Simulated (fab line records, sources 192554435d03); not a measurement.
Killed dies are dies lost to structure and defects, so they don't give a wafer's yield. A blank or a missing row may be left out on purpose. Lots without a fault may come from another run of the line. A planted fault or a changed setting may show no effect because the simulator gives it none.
fab line records | flow n5_finfet
record lots=7 wafers=39
route steps=1938 shown BEOL_M9@1419 BEOL_M12@1602 BEOL_M13@1705
start_h: hours from the record's first day to the start of the lot's first wafer shown | wait_h: hours since the lot's step before | " the same as in the row above | L1.1+2: a row that stands for several wafers | - no value, or no start given | * or withheld: withheld | < > ~ a bound
route shown NAME@n: a module of which the file shows steps, and the number in the route of the first | usual: mean/standard deviation of fault-free wafers | same: alike in all rows | chamber/n: place in a boat | sites: the reading at each site | _std_site: their standard deviation | _edge_site: outer sites' mean less inner sites' | radius_mm: how far each site lies from the wafer's centre | mask NAME#n: copy n | behind: the tool/chamber that last shaped the wafer | hold: why the lot was held/for how many hours/how that ended | device: the transistor (n, p or np) that didn't switch | end of line: the same wafers' tests at the end of the route | a step without rows: its recipe alone | killed: dies lost to structure and defects at the first sort, not the wafer's yield | map: a wafer's dies, x killed, . not, _ none there
set.NAME: the setting as run; set.NAME@STEP: as run at that earlier step | model.NAME: the simulator's own value behind a step, which no gauge read
lots whose settings were changed on purpose; a table a step, a row a wafer
## steps
# step N5_BEOL_M9_ETCH_62
# recipe chemistry=N2/H2 target=SOC target_depth_a=1100 overetch_a=220 mask_material=SiARC temp_c=40 time_s=165 ion_energy_ev=200 pressure_mtorr=30 source_w=840 bias_w=150 n2_flow_sccm=200 h2_flow_sccm=200
# columns lot.wafer tool chamber start_h wait_h set.target_depth_a model.SiARC_of_BEOL_M9_COAT_60.thk_nm model.BEOL_M9.cd_offset_nm
L074.1 rie_diel-06 3 209.85 0.0 1718 20.8 2
L074.2 " 2 " " 1718 20.6 1.4
L074.3 " 0 " " 1100 23.6 -0.2
L074.4 " 1 " " 1100 23.6 0
L074.5 " 0 " " 1100 23.6 0.6
L074.6 " 1 " " 1718 20.6 1.6
L078.1 rie_diel-06 0 218.32 0.0 1100 23.6 0.6
L078.2 " 1 " " 1100 23.8 0.6
L078.3 " 3 " " 1503 21.8 1.8
L078.4 " 0 " " 1100 23.6 0.8
L078.5 " 3 " " 1503 22 1.2
L078.6 " 1 " " 1503 22 0.8
L087.1 rie_diel-02 0 287.61 0.0 1100 23.6 -0.8
L087.2 " 3 " " 1100 23.4 -0.8
L087.3 " 1 " " 1100 23.4 -0.6
L087.4+5 " 2,0 " " 1100 23.6 -0.6
L087.6 " 3 " " 1100 23.6 -1
L090.1 rie_diel-05 0 317.61 0.0 1100 23.6 0.4
L090.2+6 " 1,0 " " 1100 23.6 0.2
L091.1 rie_diel-02 0 324.50 0.0 1100 23.6 -0.2
L091.2+4 " 1 " " 1100 23.4 -0.4
L091.3+6 " 3 " " 1100 23.4 -0.6
L091.5 " 0 " " 1100 23.6 0
L093.1 rie_diel-02 3 334.35 0.0 1750 20 1.8
L093.2 " 1 " " 1100 23.4 -0.2
L093.3 " 0 " " 1750 20.4 1.8
L093.4 " 1 " " 1100 23.4 0.6
L093.5 " 3 " " 1750 20.2 2
L093.6 " 0 " " 1100 23.6 0.4
L095.1 rie_diel-05 3 348.39 0.0 1100 23.6 0.8
L095.2 " 1 " " 1100 23.4 0
L095.3 " 2 " " 1100 23.4 0.4
L095.4 " 0 " " 1100 23.4 0.2
L095.5 " 3 " " 1100 23.6 0.2
L095.6 " 0 " " 1100 23.4 -0.2
# step N5_BEOL_M9_STRIP_68
# recipe chemistry=N2/H2 temp_c=40 n2_flow_sccm=200 h2_flow_sccm=200 rf_frequency_hz=6e+07
# step N5_BEOL_M9_STRIP_67
# recipe chemistry=CF4 resist=SiARC power_w=300 bias_power_w=75 pressure_mtorr=50 cf4_flow_sccm=150 rf_frequency_hz=6e+07
# step N5_BEOL_M9_HM_OPEN_17
# recipe chemistry=Cl2/BCl3 target_depth_a=200 overetch_a=60 target=TiN mask_material=SOC ion_energy_ev=150 pressure_mtorr=10 icp_w=1000 bias_w=126 Cl2_flow_sccm=53.25 bcl3_flow_sccm=21.75 Ar_flow_sccm=25
# columns lot.wafer tool chamber start_h wait_h set.target_depth_a@BEOL_M9_ETCH_62 model.etch.depth_nm
L074.1 rie_metal-03 1 210.03 0.0 1718 12.35
L074.2 " 0 " " 1718 12.65
L074.3 " 0 " " 1100 19.94
L074.4 " 1 " " 1100 20.08
L074.5 " 1 " " 1100 20.01
L074.6 " 0 " " 1718 12.63
L078.1 rie_metal-03 1 218.51 0.0 1100 20.38
L078.2 " 1 " " 1100 20.18
L078.3 " 1 " " 1503 15.53
L078.4 " 1 " " 1100 20.16
L078.5 " 1 " " 1503 15.41
L078.6 " 1 " " 1503 15.57
L087.1 rie_metal-01 0 287.79 0.0 1100 19.91
L087.2+5 " 1,0 " " 1100 19.75
L087.3 " 0 " " 1100 19.93
L087.4 " 1 " " 1100 19.89
L087.6 " 1 " " 1100 19.78
L090.1 rie_metal-03 0 317.79 0.0 1100 19.53
L090.2 " 1 " " 1100 19.85
L090.6 " 1 " " 1100 19.58
L091.1 rie_metal-03 0 324.69 0.0 1100 20.23
L091.2 " 0 " " 1100 20.18
L091.3 " 0 " " 1100 20.27
L091.4 " 0 " " 1100 20.28
L091.5 " 0 " " 1100 20.2
L091.6 " 0 " " 1100 20.14
L093.1 rie_metal-03 0 334.53 0.0 1750 12.4
L093.2 " 0 " " 1100 20
L093.3 " 0 " " 1750 12.37
L093.4 " 0 " " 1100 20.05
L093.5 " 0 " " 1750 12.27
L093.6 " 0 " " 1100 20.09
L095.1 rie_metal-03 0 348.57 0.0 1100 20.28
L095.2 " 1 " " 1100 20
L095.3 " 1 " " 1100 20.17
L095.4 " 0 " " 1100 20.05
L095.5 " 0 " " 1100 20.09
L095.6 " 1 " " 1100 20.3
# step N5_BEOL_M9_STRIP_19
# recipe chemistry=O2 power_w=400 temp_c=40 pressure_mtorr=30 rf_frequency_hz=6e+07 bias_power_w=0 overash_fraction=0.2 o2_flow_sccm=225
# step N5_BEOL_M9_CD_MEAS_18
# recipe pitch_nm=140 target_cd_nm=70
# usual cd_nm=70.1/0.57
# columns lot.wafer tool chamber start_h wait_h set.target_depth_a@BEOL_M9_ETCH_62 cd_nm
L074.1 cd_sem-03 - 210.22 0.0 1718 72.5
L074.2 " - " " 1718 71.9
L074.3 " - " " 1100 70.1
L074.4 " - " " 1100 70.0
L074.5 " - " " 1100 70.7
L074.6 " - " " 1718 71.9
L078.1 cd_sem-03 - 218.78 0.0 1100 70.7
L078.2 " - " " 1100 70.2
L078.3 " - " " 1503 71.7
L078.4 " - " " 1100 70.8
L078.5 " - " " 1503 71.5
L078.6 " - " " 1503 71.0
L087.1 cd_sem-02 - 288.02 0.0 1100 69.4
L087.2 " - " " 1100 69.2
L087.3 " - " " 1100 69.4
L087.4 " - " " 1100 69.5
L087.5 " - " " 1100 69.2
L087.6 " - " " 1100 69.0
L090.1 cd_sem-03 - 318.11 0.0 1100 70.2
L090.2 " - " " 1100 70.3
L090.6 " - " " 1100 70.1
L091.1 cd_sem-01 - 324.96 0.0 1100 69.8
L091.2 " - " " 1100 69.6
L091.3 " - " " 1100 69.5
L091.4 " - " " 1100 69.2
L091.5 " - " " 1100 70.2
L091.6 " - " " 1100 69.5
L093.1 cd_sem-03 - 334.82 0.0 1750 71.9
L093.2 " - " " 1100 69.6
L093.3 " - " " 1750 72.0
L093.4 " - " " 1100 70.7
L093.5 " - " " 1750 72.5
L093.6 " - " " 1100 70.6
L095.1 cd_sem-01 - 348.75 0.0 1100 70.8
L095.2 " - " " 1100 70.0
L095.3 " - " " 1100 70.6
L095.4 " - " " 1100 70.0
L095.5 " - " " 1100 70.5
L095.6 " - " " 1100 69.9
# step N5_BEOL_M12_ILD_DEP_00
# recipe material=SiOC target_thk_a=6589.2 temp_c=350 precursor=DEMS/O2 pressure_torr=5 rf_w=500 time_s=130.7
# columns lot.wafer tool chamber start_h wait_h set.target_thk_a model.SiOC_of_BEOL_M12_ILD_DEP_00.thk_nm
L074.1 pecvd-04 0 231.90 0.0 6589.2 661.2
L074.2 " 1 " " 3561 350.2
L074.3 " 2 " " 6589.2 650.8
L074.4 " 2 " " 6589.2 659.4
L074.5 " 1 " " 3561 353.8
L074.6 " 0 " " 3561 362.6
L078.1 pecvd-03 2 243.35 0.0 6589.2 651
L078.2 " 1 " " 7954 791.6
L078.3 " 0 " " 6589.2 655.2
L078.4 " 0 " " 7954 795.6
L078.5 " 1 " " 7954 810.8
L078.6 " 2 " " 6589.2 664.8
L087.1 pecvd-04 0 306.73 0.0 5135 513
L087.2 " 1 " " 5135 518
L087.3 " 2 " " 6589.2 644.4
L087.4 " 2 " " 6589.2 666.6
L087.5 " 0 " " 6589.2 663.6
L087.6 " 1 " " 5135 523.4
L090.1 pecvd-04 0 342.39 0.0 6589.2 655.2
L090.2 " 1 " " 6589.2 638.8
L090.6 " 1 " " 6589.2 660.8
L091.1 pecvd-04 1 346.89 0.0 4239 433
L091.2 " 2 " " 4239 427
L091.3 " 0 " " 6589.2 659.6
L091.4 " 1 " " 6589.2 675.6
L091.5 " 2 " " 4239 435.2
L091.6 " 0 " " 6589.2 665.8
L093.1 pecvd-03 0 360.21 0.0 6589.2 649.8
L093.2 " 2 " " 6589.2 665.8
L093.3 " 1 " " 9661 960.8
L093.4 " 2 " " 6589.2 670.8
L093.5 " 0 " " 9661 977.2
L093.6 " 1 " " 9661 976.6
L095.1 pecvd-03 1 371.46 0.0 6589.2 655.2
L095.2 " 0 " " 6589.2 652
L095.3 " 2 " " 6589.2 657
L095.4 " 1 " " 6589.2 670.2
L095.5 " 2 " " 6589.2 669.4
L095.6 " 0 " " 6589.2 665.4
# step N5_BEOL_M12_THK_MEAS_01
# recipe reads=SiOC_of_BEOL_M12_ILD_DEP_00
# usual M12_ILD_THK=661/7.8
# columns lot.wafer tool chamber start_h wait_h set.target_thk_a@BEOL_M12_ILD_DEP_00 M12_ILD_THK[nm]
L074.1 film_metro-02 - 232.03 0.1 6589.2 661
L074.2 " - " " 3561 350
L074.3 " - " " 6589.2 651
L074.4 " - " " 6589.2 660
L074.5 " - " " 3561 354
L074.6 " - " " 3561 363
L078.1 film_metro-02 - 243.48 0.1 6589.2 651
L078.2 " - " " 7954 792
L078.3 " - " " 6589.2 655
L078.4 " - " " 7954 796
L078.5 " - " " 7954 811
L078.6 " - " " 6589.2 665
L087.1 film_metro-01 - 306.87 0.1 5135 513
L087.2 " - " " 5135 518
L087.3 " - " " 6589.2 644
L087.4 " - " " 6589.2 666
L087.5 " - " " 6589.2 663
L087.6 " - " " 5135 524
L090.1 film_metro-01 - 342.52 0.1 6589.2 656
L090.2 " - " " 6589.2 639
L090.6 " - " " 6589.2 661
L091.1 film_metro-02 - 347.02 0.1 4239 433
L091.2 " - " " 4239 427
L091.3 " - " " 6589.2 660
L091.4 " - " " 6589.2 676
L091.5 " - " " 4239 436
L091.6 " - " " 6589.2 666
L093.1 film_metro-02 - 360.34 0.1 6589.2 650
L093.2 " - " " 6589.2 665
L093.3 " - " " 9661 961
L093.4 " - " " 6589.2 671
L093.5 " - " " 9661 977
L093.6 " - " " 9661 976
L095.1 film_metro-01 - 371.59 0.1 6589.2 654
L095.2 " - " " 6589.2 652
L095.3 " - " " 6589.2 657
L095.4 " - " " 6589.2 670
L095.5 " - " " 6589.2 669
L095.6 " - " " 6589.2 666
# step N5_BEOL_M12_COAT_58
# recipe resist=BARC temp_c=205 time_s=60 spin_rpm=1500 resist_thk_nm=89
# step N5_BEOL_M12_COAT_04
# recipe spin_rpm=1625 resist_thk_nm=400
# step N5_BEOL_M12_DESCUM_15
# recipe chemistry=O2 time_s=7.9 source_power_w=50 bias_power_w=20 pressure_mtorr=20 rf_frequency_hz=2.712e+07 temp_c=40 o2_flow_sccm=225
# step N5_BEOL_M12_ETCH_59
# recipe chemistry=N2/H2 target=BARC target_depth_a=890 overetch_a=267 time_s=67.9 ion_energy_ev=200 pressure_mtorr=30 source_w=840 bias_w=150 n2_flow_sccm=200 h2_flow_sccm=200
# step N5_BEOL_M12_VIA_ETCH_16
# recipe chemistry=C4F8/O2/Ar target=SiOC pressure_mtorr=30 source_w=3000 bias_w=700 Ar_flow_sccm=400 C4F8_flow_sccm=15 O2_flow_sccm=8 he_inner_torr=15 he_outer_torr=30 target_depth_a=7248 time_s=withheld ion_energy_ev=250 ends=cleared
# columns lot.wafer tool chamber start_h wait_h set.target_thk_a@BEOL_M12_ILD_DEP_00 model.etch.depth_nm model.coat_of_BEOL_M12_COAT_04.thk_nm
L074.1 rie_diel-03 0 232.62 0.0 6589.2 661.3 122
L074.2 " 1 " " 3561 350.2 214.8
L074.3 " 2 " " 6589.2 650.8 125.8
L074.4 " 1 " " 6589.2 659.4 124.4
L074.5 " 2 " " 3561 353.8 212.8
L074.6 " 0 " " 3561 362.6 208.8
L078.1 rie_diel-04 0 243.95 0.0 6589.2 651 122.8
L078.2 " 1 " " 7954 791.5 80.4
L078.3 " 3 " " 6589.2 655.2 120.4
L078.4 " 1 " " 7954 795.6 80.6
L078.5 " 3 " " 7954 810.9 75.4
L078.6 " 0 " " 6589.2 664.7 118.8
L087.1 rie_diel-01 1 307.34 0.0 5135 512.9 166.2
L087.2 " 3 " " 5135 518 161.8
L087.3 " 2 " " 6589.2 644.4 127.4
L087.4 " 0 " " 6589.2 666.5 120
L087.5 " 3 " " 6589.2 663.7 120.2
L087.6 " 2 " " 5135 523.5 162.4
L090.1 rie_diel-03 3 343.00 0.0 6589.2 655.2 123.4
L090.2 " 1 " " 6589.2 638.8 127.2
L090.6 " 2 " " 6589.2 660.9 123.6
L091.1 rie_diel-04 3 348.02 0.0 4239 433 187.8
L091.2 " 2 " " 4239 427.1 190
L091.3 " 1 " " 6589.2 659.5 120.2
L091.4 " 0 " " 6589.2 675.5 116.8
L091.5 " 3 " " 4239 435.3 187
L091.6 " 0 " " 6589.2 665.8 119.2
L093.1 rie_diel-01 3 360.96 0.0 6589.2 649.9 126
L093.2 " 2 " " 6589.2 665.8 121.4
L093.3 " 1 " " 9661 960.8 34.6
L093.4 " 0 " " 6589.2 670.7 120
L093.5 " 1 " " 9661 977.1 29.6
L093.6 " 0 " " 9661 976.5 29.8
L095.1 rie_diel-04 2 372.19 0.0 6589.2 655.2 124.2
L095.2 " 3 " " 6589.2 652 123.6
L095.3 " 1 " " 6589.2 657 122
L095.4 " 0 " " 6589.2 670.2 118
L095.5 " 0 " " 6589.2 669.4 119
L095.6 " 1 " " 6589.2 665.4 120.4
# step N5_BEOL_M12_STRIP_63
# recipe chemistry=N2/H2 power_w=1000 temp_c=250 h2_frac=0.65 overash_fraction=0.3 pressure_mtorr=1000 n2_flow_sccm=1750 h2_flow_sccm=3250
# usual oes_product_au=0.692/0.0044 strip_time_to_endpoint_s=42.2/0.78
# columns lot.wafer tool chamber start_h wait_h set.target_thk_a@BEOL_M12_ILD_DEP_00 oes_product_au strip_time_to_endpoint_s
L074.1 plasma_asher-02 1 232.82 - 6589.2 0.701 42.2
L074.2 " 0 " " 3561 0.814 66.4
L074.3 " 1 " " 6589.2 0.697 43.2
L074.4 " 0 " " 6589.2 0.695 42.9
L074.5 " 0 " " 3561 0.809 65.9
L074.6 " 1 " " 3561 0.803 64.9
L078.1 plasma_asher-02 1 244.15 - 6589.2 0.692 42.5
L078.2 " 0 " " 7954 0.674 30.7
L078.3 " 0 " " 6589.2 0.694 41.8
L078.4 " 1 " " 7954 0.679 30.7
L078.5 " 1 " " 7954 0.675 29.3
L078.6 " 0 " " 6589.2 0.693 41.3
L087.1 plasma_asher-02 0 307.63 - 5135 0.707 53.9
L087.2 " 1 " " 5135 0.705 52.8
L087.3 " 1 " " 6589.2 0.691 43.7
L087.4 " 0 " " 6589.2 0.688 41.6
L087.5 " 0 " " 6589.2 0.683 41.7
L087.6 " 1 " " 5135 0.705 52.9
L090.1 plasma_asher-02 1 343.20 - 6589.2 0.701 42.6
L090.2 " 0 " " 6589.2 0.688 43.6
L090.6 " 1 " " 6589.2 0.695 42.6
L091.1 plasma_asher-02 1 348.22 - 4239 0.748 59.5
L091.2 " 0 " " 4239 0.746 60.1
L091.3 " 1 " " 6589.2 0.698 41.7
L091.4 " 0 " " 6589.2 0.699 40.8
L091.5 " 0 " " 4239 0.742 59.3
L091.6 " 1 " " 6589.2 0.690 41.5
L093.1 plasma_asher-01 0 361.16 - 6589.2 0.696 43.3
L093.2 " 1 " " 6589.2 0.693 42.0
L093.3 " 1 " " 9661 0.644 16.6
L093.4 " 0 " " 6589.2 0.694 41.7
L093.5 " 0 " " 9661 0.636 14.9
L093.6 " 1 " " 9661 0.640 15.0
L095.1 plasma_asher-01 1 372.39 - 6589.2 0.702 42.8
L095.2 " 0 " " 6589.2 0.687 42.7
L095.3 " 1 " " 6589.2 0.690 42.2
L095.4 " 0 " " 6589.2 0.683 41.1
L095.5 " 1 " " 6589.2 0.693 41.4
L095.6 " 0 " " 6589.2 0.691 41.8
# step N5_BEOL_M13_SPUTTER_43
# recipe material=TaN target_thk_a=150 temp_c=50 bias_v=168.6 power_w=15000 chamber_pressure_pa=0.12 time_s=24.19
# columns lot.wafer tool chamber start_h wait_h set.target_thk_a model.TaN_of_BEOL_M13_SPUTTER_43.thk_nm
L074.1+2+3 pvd_sputter-02 - 254.98 0.0 150 15
L074.4 " - " " 94.48 9.6
L074.5+6 " - " " 94.48 9.4
L078.1 pvd_sputter-02 - 261.10 0.0 208.6 20.8
L078.2+6 " - " " 208.6 20.6
L078.3 " - " " 150 14.6
L078.4+5 " - " " 150 14.8
L087.1+3+5 pvd_sputter-03 - 324.57 0.0 85.74 8.4
L087.2 " - " " 150 14.8
L087.4 " - " " 150 14.6
L087.6 " - " " 150 15
L090.1+2+6 pvd_sputter-01 - 350.77 0.0 150 14.8
L091.1+5 pvd_sputter-03 - 355.13 0.0 150 15
L091.2+3+6 " - " " 150 14.8
L091.4 " - " " 150 15.2
L093.1+2+3+4+5 pvd_sputter-01 - 370.51 0.0 150 14.6
L093.6 " - " " 150 14.8
L095.1 pvd_sputter-01 - 380.21 0.0 184.4 18
L095.2+3 " - " " 184.4 18.2
L095.4+5 " - " " 150 14.8
L095.6 " - " " 150 14.6
# step N5_BEOL_M13_SPUTTER_44
# recipe material=Ta target_thk_a=100 temp_c=50 bias_v=80 power_w=15000 chamber_pressure_pa=0.07 time_s=16.13
# step N5_BEOL_M13_SPUTTER_45
# recipe material=Cu target_thk_a=800 temp_c=-20 bias_v=60 power_w=26000 chamber_pressure_pa=0.13 time_s=13.33
# step N5_BEOL_M13_ECD_47
# recipe material=Cu target_thk_a=9360
# step N5_BEOL_M13_ANNEAL_48
# recipe temp_c=225 time_s=90 ambient=N2
# step N5_BEOL_M13_CMP_49
# recipe stop_on=SiOC t_overpolish_s=17.1 down_force_psi=1 platen_rpm=50 clearing_platen_down_force_psi=1.5 clearing_platen_rpm=50 post_cmp_clean=cu_alkaline target_thk_nm=420 clearing_platen_pad_velocity_m_s=0.99484 pad_velocity_m_s=0.99484
# usual barrier_field_endpoint_s=30.3/0.63
# columns lot.wafer tool chamber start_h wait_h set.target_thk_a@BEOL_M13_SPUTTER_43 barrier_field_endpoint_s
L074.4 cmp-01 2 255.72 0.1 94.48 23.2
L074.1 " 3 " " 150 29.9
L074.2 " 0 " " 150 29.8
L074.3 " 1 " " 150 29.8
L074.5 " 2 " " 94.48 22.7
L074.6 " 3 " " 94.48 23.3
L078.1 cmp-01 1 261.84 0.3 208.6 37.9
L078.4 " 2 " " 150 29.7
L078.2 " 3 " " 208.6 36.8
L078.3 " 0 " " 150 29.6
L078.6 " 1 " " 208.6 36.8
L078.5 " 2 " " 150 29.5
L087.3 cmp-02 0 325.31 0.2 85.74 22.6
L087.2 " 1 " " 150 29.3
L087.1 " 2 " " 85.74 22.5
L087.4 " 3 " " 150 31.1
L087.6 " 0 " " 150 30.6
L087.5 " 1 " " 85.74 22.1
L090.1 cmp-02 0 351.51 0.3 150 30.9
L090.2 " 3 " " 150 31.0
L090.6 " 1 " " 150 30.6
L091.4 cmp-02 1 356.00 0.1 150 30.1
L091.2 " 2 " " 150 30.1
L091.1 " 3 " " 150 30.6
L091.3 " 0 " " 150 29.8
L091.5 " 1 " " 150 29.4
L091.6 " 2 " " 150 30.7
L093.2 cmp-03 0 371.31 0.2 150 30.6
L093.4 " 1 " " 150 31.0
L093.3 " 2 " " 150 30.3
L093.1 " 3 " " 150 31.7
L093.5 " 0 " " 150 30.8
L093.6 " 1 " " 150 30.2
L095.3 cmp-02 2 381.00 0.2 184.4 34.5
L095.2 " 3 " " 184.4 34.0
L095.1 " 0 " " 184.4 34.7
L095.4 " 1 " " 150 30.0
L095.5 " 2 " " 150 30.9
L095.6 " 3 " " 150 30.7
## key
split step=N5_BEOL_M9_ETCH_62 setting=target_depth_a stated=1100 by=wafer
response step=N5_BEOL_M9_ETCH_62 reading=model.SiARC_of_BEOL_M9_COAT_60.thk_nm change=-0.0527 per=1% r=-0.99
response step=N5_BEOL_M9_ETCH_62 reading=model.BEOL_M9.cd_offset_nm change=+0.0254 per=1% r=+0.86
response step=N5_BEOL_M9_HM_OPEN_17 reading=model.etch.depth_nm change=-0.131 per=1% r=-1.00
response step=N5_BEOL_M9_CD_MEAS_18 reading=cd_nm change=+0.0309 per=1% r=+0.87
split step=N5_BEOL_M12_ILD_DEP_00 setting=target_thk_a stated=6589.2 by=wafer
response step=N5_BEOL_M12_ILD_DEP_00 reading=model.SiOC_of_BEOL_M12_ILD_DEP_00.thk_nm change=+6.6 per=1% r=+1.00
response step=N5_BEOL_M12_THK_MEAS_01 reading=M12_ILD_THK change=+6.6 per=1% r=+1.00
response step=N5_BEOL_M12_VIA_ETCH_16 reading=model.etch.depth_nm change=+6.6 per=1% r=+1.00
response step=N5_BEOL_M12_VIA_ETCH_16 reading=model.coat_of_BEOL_M12_COAT_04.thk_nm change=-1.94 per=1% r=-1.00
response step=N5_BEOL_M12_STRIP_63 reading=oes_product_au change=-0.00157 per=1% r=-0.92
response step=N5_BEOL_M12_STRIP_63 reading=strip_time_to_endpoint_s change=* per=1% r=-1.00
split step=N5_BEOL_M13_SPUTTER_43 setting=target_thk_a stated=150 by=wafer
response step=N5_BEOL_M13_SPUTTER_43 reading=model.TaN_of_BEOL_M13_SPUTTER_43.thk_nm change=+0.15 per=1% r=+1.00
response step=N5_BEOL_M13_CMP_49 reading=barrier_field_endpoint_s change=+0.185 per=1% r=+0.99
